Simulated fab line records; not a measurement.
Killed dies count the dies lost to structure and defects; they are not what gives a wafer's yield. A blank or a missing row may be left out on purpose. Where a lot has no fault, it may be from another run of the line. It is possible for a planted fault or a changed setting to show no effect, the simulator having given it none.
A struck lot beside a sound one    flow n5 finfet    33 out of 1938 route steps
Sound: the wafers L515.1, L515.2, L515.4. The struck wafers were L510.1, L510.3, L510.5. The cause is given at the end.
Each step with rows lists, per side, the tool, then ch with its chambers, then its first start. Under that, the readings that differ: sound wafers    struck wafers    difference of the means    sigmas: that difference in standard deviations of wafers without a fault.
alike: same words and numbers on both sides, and readings whose means sit less than 2 such deviations apart. not compared: any withheld reading, any reading some wafer has no value for, any bound like >300 that may hide the same value, and any number with overlapping values for which the record gives no deviation.
Wherever a step has rows on one side only, a row that says differs or no value, or a row with sigmas, the two part there. Numbers that have no deviation but don't overlap get no sigmas and don't part them. Lack of a reading on every wafer of one side parts them only where that side has two or more wafers.

first, 10 steps without rows for these wafers: N5_SD_EPI_P_PRECLEAN_51 (cleans in NF3:NH3, afs cycles 1, time 20 s, sublimation time 60 s); N5_SD_EPI_P_VAPOR_ETCH_44 (etches SiGe30 in NF3/Ar, time 3.3 s); N5_SD_EPI_P_EPI_21 (deposits SiGe:B, time 355 s); N5_SD_EPI_P_HM_STRIP_48 (strips SiNx in H3PO4, material SiNx, target depth 3 nm); N5_SD_EPI_P_SRD_49 (time 30 s); N5_SD_EPI_P_PRECLEAN_24 (cleans in O3/DIW, time 45 s); N5_SD_EPI_P_PRECLEAN_32 (cleans in dHF, time 10 s); N5_SD_EPI_P_PRECLEAN_33 (cleans in SC2, time 45 s); N5_SD_EPI_P_SRD_25 (time 30 s); N5_SD_ACTIVATION_RTA_00 (time 0 s).
N5_SD_ACTIVATION_LSA_01: time 0.0008 s.
  sound on laser anneal-01 ch 0, day 8 08:53; struck on laser anneal-02 ch 0, day 7 05:33
reading           sound                 struck                difference  sigmas
wafer_temp_C_max  1087.9 1086.2 1086.5  1140.8 1141.0 1142.0  +54.4       +24
N5_SD_ACTIVATION_RS_MEAS_03: measures by four-point-probe.
  sound on film metro-01 at day 8 09:05; struck on film metro-02 at day 7 05:46
reading           sound              struck             difference  sigmas
RS_SD_N (ohm/sq)  21.68 21.79 21.85  16.30 16.16 16.39  -5.49       -20
RS_SD_P (ohm/sq)  56.4 56.3 57.3     61.9 61.1 60.8     +4.6        +4
then, 19 steps without rows for these wafers: N5_ILD0_LINER_00 (material SiNx, target thk 4 nm, pulse time 1 s, purge time 2 s); N5_ILD0_FCVD_FILL_01 (material SiO2 flowable, target thk 200 nm, time 328.3 s); N5_ILD0_CURE_02 (time 1800 s); N5_ILD0_CMP_03 (polishes, stops on SiNx, t overpolish 1.9 s, target thk 197.38 nm); N5_ILD0_CMP_07 (polishes SiO2 flowable, stops on poly-Si, t overpolish 1.18 s, target thk 138.88 nm); N5_ILD0_PRECLEAN_10 (cleans in NF3:NH3, afs cycles 5, time 20 s, sublimation time 60 s); N5_ILD0_ALD_15 (deposits SiNx, target thk 24 nm, pulse time 1 s, ald cycles 480); N5_ILD0_CMP_12 (polishes SiNx, stops on poly-Si, t overpolish 6 s, target thk 17.67 nm); N5_SDB_HM_DEP_00 (deposits SiNx from SiH4/NH3/N2, target thk 40 nm, time 35.3 s); N5_SDB_COAT_03 (time 60 s, resist thk 100 nm); N5_SDB_COAT_04 (time 60 s, resist thk 18 nm); N5_SDB_COAT_05 (resist thk 90 nm); N5_SDB_EBR_07; N5_SDB_SOFTBAKE_06 (time 60 s); N5_SDB_EXPOSE_08 (exposes mask SDB); N5_SDB_PEB_09 (peb time 60 s); N5_SDB_DEVELOP_10 (develop time 30 s); N5_SDB_DESCUM_16 (chemistry O2, time 7.9 s); N5_SDB_ETCH_17 (etches SiARC in CF4, target depth 23.4 nm, time 39 s).
-- the record jumps here: 6 days lie between the struck wafers' starts before and after (it left off in module SDB and takes up again in module BEOL_M4, whose first step shown is number 1111 of the route) --
N5_BEOL_M4_RC_MEAS_101:
  sound on prober-02 ch 0, day 14 06:38; struck on prober-02 ch 0, day 12 20:53
reading              sound                       struck                      difference  sigmas
DIBL_P (mV/V)        38.3 35.8 36.7              44.7 39.9 45.9              +6.6        +3
IOFF_P_LONG (nA/um)  0.000106 0.000101 0.000119  0.000838 0.000747 0.000883  +0.000714   +72
ION_P (uA/um)        476 458 461                 435 418 438                 -35         -4
RC_DENSE_N (ohm.um)  18.9 19.4 18.8              13.7 14.1 14.0              -5.1        -8
RC_DENSE_P (ohm.um)  23.5 24.1 23.4              27.8 28.8 28.4              +4.7        +6
RC_N (ohm.um)        15.4 15.9 15.3              11.2 11.7 11.4              -4.1        -8
RC_P (ohm.um)        19.2 19.9 19.1              22.4 23.4 23.2              +3.6        +5
REXT_N (ohm.um)      75.7 74.6 74.1              64.5 62.8 63.4              -11.2       -7
RS_SD_N (ohm/sq)     28.4 28.4 28.4              22.0 22.0 21.8              -6.5        -18
RS_SD_P (ohm/sq)     66.9 66.6 68.0              72.1 72.1 71.8              +4.8        +4
  alike: DIBL_N, IOFF_N, IOFF_P, ION_N, SS_N, SS_P, VT_N, VT_P
-- here the record skips 5 days between the struck wafers' starts before and after, leaving off in module BEOL_M4 and picking up in module PASSIVATION (first step shown: number 1936 of the route) --
N5_PASSIVATION_PROBE_49:
  the record has rows for the struck wafers here (prober-02, day 17 14:57) and none for the sound ones

## WHERE THEY PART
Earliest at N5_SD_ACTIVATION_LSA_01; latest, in this record, at N5_PASSIVATION_PROBE_49.

WHY: what the simulator had put in
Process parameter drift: laser anneal-02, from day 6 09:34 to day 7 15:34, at N5_SD_ACTIVATION_LSA_01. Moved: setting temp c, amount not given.
